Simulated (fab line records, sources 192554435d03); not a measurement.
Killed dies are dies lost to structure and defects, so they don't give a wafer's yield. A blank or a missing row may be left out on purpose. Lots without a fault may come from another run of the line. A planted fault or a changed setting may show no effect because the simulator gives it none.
Which tool did it? | flow n5_finfet | 24 lots, 72 wafers sampled, at 6 steps of a route of 1938

WHAT THE GAUGES READ, wafer by wafer
N5_BEOL_M14_CD_MEAS_10: target cd 250 nm.
lot  | measured     | on        | cd_nm (nm)
L074 | day 12 21:04 | cd_sem-01 | 250.6 248.3 248.4
L076 | day 13 09:40 | cd_sem-02 | 249.0 251.4 251.8
L075 | day 13 10:07 | cd_sem-01 | 249.2 249.0 248.4
L078 | day 14 00:56 | cd_sem-03 | 250.8 251.0 250.0
L080 | day 14 01:16 | cd_sem-01 | 249.8 251.8 251.0
L081 | day 14 01:26 | cd_sem-03 | 247.9 250.9 250.0
L079 | day 14 04:41 | cd_sem-03 | 249.9 249.5 249.6
L077 | day 14 05:57 | cd_sem-01 | 250.4 249.1 248.8
L083 | day 14 21:53 | cd_sem-01 | 249.8 250.2 250.7
L082 | day 14 23:35 | cd_sem-02 | 250.4 249.6 250.2
L084 | day 15 04:18 | cd_sem-02 | 250.5 250.9 250.3
L086 | day 15 10:44 | cd_sem-02 | 252.4 252.2 251.6
L085 | day 15 14:37 | cd_sem-02 | 249.1 249.8 250.1
L089 | day 15 19:32 | cd_sem-01 | 250.3 250.7 252.1
L087 | day 15 22:17 | cd_sem-03 | 249.4 251.7 249.9
L088 | day 16 10:01 | cd_sem-01 | 248.4 250.0 249.6
L090 | day 16 21:20 | cd_sem-03 | 252.5 252.5 253.0
L092 | day 16 21:56 | cd_sem-01 | 251.1 249.6 251.4
L091 | day 16 22:26 | cd_sem-01 | 251.2 251.9 252.2
L093 | day 17 00:35 | cd_sem-03 | 249.0 248.3 249.5
L094 | day 17 11:31 | cd_sem-01 | 251.2 250.4 251.4
L095 | day 18 06:15 | cd_sem-01 | 250.5 248.9 249.3
L096 | day 18 09:48 | cd_sem-03 | 249.6 249.1 248.0
L097 | day 19 07:50 | cd_sem-02 | 248.8 249.9 249.3

N5_BEOL_M14_OVL_MEAS_29.
lot  | measured     | on         | M14_OVL (nm)
L074 | day 12 21:57 | overlay-02 | -2 6 2
L076 | day 13 10:33 | overlay-01 | 2 6 0
L075 | day 13 11:10 | overlay-01 | 5 -3 -4
L078 | day 14 01:49 | overlay-01 | 8 -1 -9
L080 | day 14 02:19 | overlay-01 | 12 25 19
L081 | day 14 02:28 | overlay-01 | -8 1 -12
L079 | day 14 05:36 | overlay-02 | 0 2 4
L077 | day 14 06:59 | overlay-01 | 5 8 -1
L083 | day 14 23:26 | overlay-01 | 2 -5 -9
L082 | day 15 00:28 | overlay-02 | -8 -5 -1
L084 | day 15 05:55 | overlay-02 | -8 -19 -20
L086 | day 15 11:52 | overlay-02 | 11 10 12
L085 | day 15 15:29 | overlay-01 | 12 12 5
L089 | day 15 20:34 | overlay-02 | 0 -7 -11
L087 | day 15 23:51 | overlay-01 | 11 0 12
L088 | day 16 10:53 | overlay-02 | 13 12 14
L090 | day 16 22:20 | overlay-02 | -6 -4 -3
L092 | day 16 23:22 | overlay-01 | 1 7 4
L091 | day 16 23:53 | overlay-01 | -2 6 -2
L093 | day 17 01:36 | overlay-02 | 0 7 4
L094 | day 17 13:00 | overlay-01 | 4 8 8
L095 | day 18 07:32 | overlay-02 | 13 9 7
L096 | day 18 10:41 | overlay-02 | 6 6 8
L097 | day 19 08:50 | overlay-02 | 10 8 10

N5_BEOL_M14_THK_MEAS_50: measures by xrf.
lot  | measured     | on            | M14_THK (nm)
L074 | day 13 03:49 | film_metro-01 | 587 570 594
L076 | day 13 12:45 | film_metro-02 | 561 582 586
L075 | day 13 13:44 | film_metro-02 | 568 562 567
L078 | day 14 04:47 | film_metro-01 | 563 569 572
L080 | day 14 07:47 | film_metro-01 | 572 582 569
L081 | day 14 08:13 | film_metro-02 | 561 557 565
L079 | day 14 08:29 | film_metro-01 | 561 574 556
L077 | day 14 11:46 | film_metro-01 | 583 569 573
L083 | day 15 02:03 | film_metro-02 | 553 578 552
L082 | day 15 04:35 | film_metro-01 | 581 586 577
L084 | day 15 09:57 | film_metro-01 | 570 581 581
L086 | day 15 18:17 | film_metro-02 | 571 571 580
L085 | day 15 19:38 | film_metro-02 | 580 586 567
L089 | day 16 01:47 | film_metro-02 | 578 579 567
L087 | day 16 02:25 | film_metro-02 | 575 573 567
L088 | day 16 17:15 | film_metro-02 | 582 564 557
L090 | day 17 04:17 | film_metro-01 | 564 568 561
L092 | day 17 05:31 | film_metro-02 | 567 567 565
L091 | day 17 08:58 | film_metro-01 | 572 593 575
L093 | day 17 09:57 | film_metro-01 | 562 559 583
L094 | day 17 20:13 | film_metro-02 | 588 578 575
L095 | day 18 13:42 | film_metro-02 | 565 563 568
L096 | day 18 13:59 | film_metro-02 | 559 569 571
L097 | day 19 12:27 | film_metro-02 | 581 577 557

WHICH TOOL RAN EACH LOT (tool, then ch and the chambers of the sampled wafers, then the start)
lot  | N5_BEOL_M13_STRIP_37                 | N5_BEOL_M14_PRE_CLEAN_42     | N5_BEOL_M14_SPUTTER_43
L074 | plasma_asher-01 ch 0,1, day 12 14:41 | pvd_sputter-03, day 13 02:41 | pvd_sputter-03, day 13 02:43
L076 | plasma_asher-01 ch 0,1, day 13 06:53 | pvd_sputter-03, day 13 11:39 | pvd_sputter-03, day 13 11:41
L075 | plasma_asher-01 ch 0,1, day 13 07:26 | pvd_sputter-03, day 13 12:37 | pvd_sputter-03, day 13 12:40
L078 | plasma_asher-02 ch 0,1, day 13 16:35 | pvd_sputter-01, day 14 03:41 | pvd_sputter-01, day 14 03:43
L080 | plasma_asher-01 ch 0,1, day 13 21:27 | pvd_sputter-03, day 14 06:01 | pvd_sputter-03, day 14 06:04
L081 | plasma_asher-02 ch 0,1, day 13 22:00 | pvd_sputter-03, day 14 07:06 | pvd_sputter-03, day 14 07:08
L079 | plasma_asher-01 ch 0,1, day 14 01:23 | pvd_sputter-02, day 14 07:16 | pvd_sputter-02, day 14 07:18
L077 | plasma_asher-01 ch 0, day 14 02:47   | pvd_sputter-03, day 14 10:40 | pvd_sputter-03, day 14 10:42
L083 | plasma_asher-01 ch 0,1, day 14 14:48 | pvd_sputter-01, day 15 00:40 | pvd_sputter-01, day 15 00:42
L082 | plasma_asher-01 ch 0,1, day 14 20:34 | pvd_sputter-02, day 15 02:34 | pvd_sputter-02, day 15 02:37
L084 | plasma_asher-02 ch 0,1, day 15 01:38 | pvd_sputter-02, day 15 08:49 | pvd_sputter-02, day 15 08:52
L086 | plasma_asher-02 ch 0,1, day 15 05:52 | pvd_sputter-01, day 15 16:02 | pvd_sputter-01, day 15 16:05
L085 | plasma_asher-02 ch 0,1, day 15 08:56 | pvd_sputter-03, day 15 17:29 | pvd_sputter-03, day 15 17:32
L089 | plasma_asher-02 ch 0,1, day 15 15:26 | pvd_sputter-03, day 16 00:25 | pvd_sputter-03, day 16 00:27
L087 | plasma_asher-02 ch 0,1, day 15 16:17 | pvd_sputter-03, day 16 01:19 | pvd_sputter-03, day 16 01:21
L088 | plasma_asher-01 ch 0,1, day 16 05:54 | pvd_sputter-01, day 16 15:53 | pvd_sputter-01, day 16 15:55
L090 | plasma_asher-01 ch 0,1, day 16 17:12 | pvd_sputter-01, day 17 03:11 | pvd_sputter-01, day 17 03:13
L092 | plasma_asher-02 ch 0,1, day 16 17:26 | pvd_sputter-02, day 17 03:43 | pvd_sputter-02, day 17 03:46
L091 | plasma_asher-01 ch 0,1, day 16 17:50 | pvd_sputter-03, day 17 07:36 | pvd_sputter-03, day 17 07:38
L093 | plasma_asher-01 ch 0,1, day 16 20:02 | pvd_sputter-01, day 17 08:35 | pvd_sputter-01, day 17 08:37
L094 | plasma_asher-01 ch 1, day 17 05:23   | pvd_sputter-02, day 17 18:46 | pvd_sputter-02, day 17 18:49
L095 | plasma_asher-02 ch 0, day 18 02:13   | pvd_sputter-01, day 18 12:36 | pvd_sputter-01, day 18 12:38
L096 | plasma_asher-01 ch 0,1, day 18 07:32 | pvd_sputter-03, day 18 12:47 | pvd_sputter-03, day 18 12:50
L097 | plasma_asher-02 ch 0,1, day 19 01:59 | pvd_sputter-03, day 19 11:22 | pvd_sputter-03, day 19 11:24
- N5_BEOL_M13_STRIP_37: strips in N2/H2.
- N5_BEOL_M14_PRE_CLEAN_42: time 30 s.
- N5_BEOL_M14_SPUTTER_43: material TaN, target thk 15 nm, time 24.19 s.

WHAT THE TOOLS THEMSELVES READ (means of the sampled wafers that have a number; where no wafer has one, the mark that the record gives instead)
N5_BEOL_M13_STRIP_37.
lot  | tool            | drypump_motor_current_A (A) | heater_power_w (W) | oes_product_au (a.u.)
L074 | plasma_asher-01 | 6.2                         | 300                | 0.779
L076 | plasma_asher-01 | 6.4                         | 327                | 0.776
L075 | plasma_asher-01 | 6.2                         | 298                | 0.788
L078 | plasma_asher-02 | 5.6                         | 393                | 0.784
L080 | plasma_asher-01 | 6.2                         | 296                | 0.782
L081 | plasma_asher-02 | 5.6                         | 388                | 0.785
L079 | plasma_asher-01 | 6.4                         | 325                | 0.783
L077 | plasma_asher-01 | 6.0                         | 267                | 0.781
L083 | plasma_asher-01 | 6.4                         | 330                | 0.786
L082 | plasma_asher-01 | 6.2                         | 297                | 0.782
L084 | plasma_asher-02 | 5.3                         | 371                | 0.777
L086 | plasma_asher-02 | 5.6                         | 400                | 0.776
L085 | plasma_asher-02 | 5.6                         | 386                | 0.787
L089 | plasma_asher-02 | 5.6                         | 395                | 0.785
L087 | plasma_asher-02 | 5.3                         | 368                | 0.774
L088 | plasma_asher-01 | 6.2                         | 302                | 0.780
L090 | plasma_asher-01 | 6.2                         | 297                | 0.788
L092 | plasma_asher-02 | 5.4                         | 367                | 0.782
L091 | plasma_asher-01 | 6.4                         | 329                | 0.788
L093 | plasma_asher-01 | 6.2                         | 298                | 0.787
L094 | plasma_asher-01 | 6.5                         | 354                | 0.785
L095 | plasma_asher-02 | 5.1                         | 347                | 0.789
L096 | plasma_asher-01 | 6.3                         | 329                | 0.785
L097 | plasma_asher-02 | 5.3                         | 371                | 0.782

N5_BEOL_M14_PRE_CLEAN_42.
lot  | tool           | heater_power_w (W)
L074 | pvd_sputter-03 | 483
L076 | pvd_sputter-03 | 434
L075 | pvd_sputter-03 | 468
L078 | pvd_sputter-01 | 444
L080 | pvd_sputter-03 | 460
L081 | pvd_sputter-03 | 440
L079 | pvd_sputter-02 | 459
L077 | pvd_sputter-03 | 479
L083 | pvd_sputter-01 | 453
L082 | pvd_sputter-02 | 469
L084 | pvd_sputter-02 | 497
L086 | pvd_sputter-01 | 436
L085 | pvd_sputter-03 | 462
L089 | pvd_sputter-03 | 452
L087 | pvd_sputter-03 | 454
L088 | pvd_sputter-01 | 465
L090 | pvd_sputter-01 | 427
L092 | pvd_sputter-02 | 473
L091 | pvd_sputter-03 | 450
L093 | pvd_sputter-01 | 449
L094 | pvd_sputter-02 | 478
L095 | pvd_sputter-01 | 444
L096 | pvd_sputter-03 | 451
L097 | pvd_sputter-03 | 450

N5_BEOL_M14_SPUTTER_43.
lot  | tool           | throttle_valve_pct (%)
L074 | pvd_sputter-03 | 30.0
L076 | pvd_sputter-03 | 30.2
L075 | pvd_sputter-03 | 30.1
L078 | pvd_sputter-01 | 31.3
L080 | pvd_sputter-03 | 29.7
L081 | pvd_sputter-03 | 30.2
L079 | pvd_sputter-02 | 30.0
L077 | pvd_sputter-03 | 30.3
L083 | pvd_sputter-01 | 30.6
L082 | pvd_sputter-02 | 30.3
L084 | pvd_sputter-02 | 30.5
L086 | pvd_sputter-01 | 31.7
L085 | pvd_sputter-03 | 30.3
L089 | pvd_sputter-03 | 30.1
L087 | pvd_sputter-03 | 30.3
L088 | pvd_sputter-01 | 30.8
L090 | pvd_sputter-01 | 31.6
L092 | pvd_sputter-02 | 30.5
L091 | pvd_sputter-03 | 30.5
L093 | pvd_sputter-01 | 30.8
L094 | pvd_sputter-02 | 30.3
L095 | pvd_sputter-01 | 31.1
L096 | pvd_sputter-03 | 30.2
L097 | pvd_sputter-03 | 30.3

THE ANSWER, worked out from the rows above alone
Rule: what is usual is taken from the lots themselves. Put in order of their means at a reading, lots are off if they are a third of the lots or fewer, leave a main group of 4 or more, and stand apart from it by a gap of 3 or more times the standard deviation of the main group's means; of several such gaps the widest counts. A main group whose means are all the same, to the digits that the tables above print for the reading, isn't used. A lot without any number at a reading at which 4 lots or more have one is off too. The other lots that the step has rows for count as sound. The gauges are gone through in route order, then the tools' own readings, and for those a lot's mean is taken as printed above. The first step at which some lot is off is used, and at that step the reading that is off furthest; a lot without a number counts as furthest.
No lot is off at any reading shown: from this, nothing can be told.

WHAT THE SIMULATOR HAD PUT IN
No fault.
